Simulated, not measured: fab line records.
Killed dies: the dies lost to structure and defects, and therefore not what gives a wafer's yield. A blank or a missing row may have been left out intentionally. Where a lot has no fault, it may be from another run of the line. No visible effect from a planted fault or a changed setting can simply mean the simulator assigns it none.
Chamber matching + flow n5Finfet + 4 sister chambers for N5_BEOL_M2_DESCUM_33 on rieDiel-06
The step chemistry O2, time 7 s. 8 wafers are shown with their chamber, then 10 later ones without.

WAFERS, EACH WITH ITS CHAMBER
| wafer  | chamber | drypumpMotorCurrentA (A) | showerheadPlenumPTorr (Torr) |
|--------|---------|--------------------------|------------------------------|
| L077.2 | 2       | 4.9                      | 2.09                         |
| L080.1 | 1       | 5.8                      | 2.04                         |
| L082.2 | 2       | 4.9                      | 2.09                         |
| L082.4 | 0       | 6.4                      | 2.09                         |
| L086.1 | 0       | 6.4                      | 2.09                         |
| L086.6 | 3       | 6.4                      | 2.19                         |
| L087.2 | 3       | 6.4                      | 2.19                         |
| L087.5 | 1       | 5.7                      | 2.03                         |

WAFERS WHOSE CHAMBER IS MISSING
| wafer  | drypumpMotorCurrentA (A) | showerheadPlenumPTorr (Torr) |
|--------|--------------------------|------------------------------|
| L087.6 | 4.9                      | 2.08                         |
| L090.3 | 6.4                      | 2.08                         |
| L090.4 | 5.8                      | 2.03                         |
| L090.6 | 5.8                      | 2.03                         |
| L094.2 | 5.8                      | 2.03                         |
| L094.3 | 6.4                      | 2.08                         |
| L094.6 | 4.9                      | 2.08                         |
| L096.4 | 6.4                      | 2.08                         |
| L096.5 | 6.4                      | 2.18                         |
| L096.6 | 5.7                      | 2.03                         |

CHAMBER TAKEN BY EACH
| wafer  | from the rows above | in truth |
|--------|---------------------|----------|
| L087.6 | 2                   | 2        |
| L090.3 | 0                   | 0        |
| L090.4 | 1                   | 1        |
| L090.6 | 1                   | 1        |
| L094.2 | 1                   | 1        |
| L094.3 | 0                   | 0        |
| L094.6 | 2                   | 2        |
| L096.4 | 0                   | 0        |
| L096.5 | 3                   | 3        |
| L096.6 | 1                   | 1        |
Correctly placed: 10 of 10. Not placeable from these rows: 0. 0 placed wrongly.
How it was worked out, from the rows above alone: a wafer's distance from a chamber is the root of the sum, over the readings, of the square of ((its reading less the chamber's mean) divided by the reading's scatter). The wafer belongs to the nearest chamber; if the next one is less than 2 further off, it can't be placed. The mean given for a chamber averages the wafers shown for that chamber. How the scatter is found: for the shown wafers, subtract from each reading the mean of its chamber, square and add these, divide the total by (wafers less chambers), then take the root.
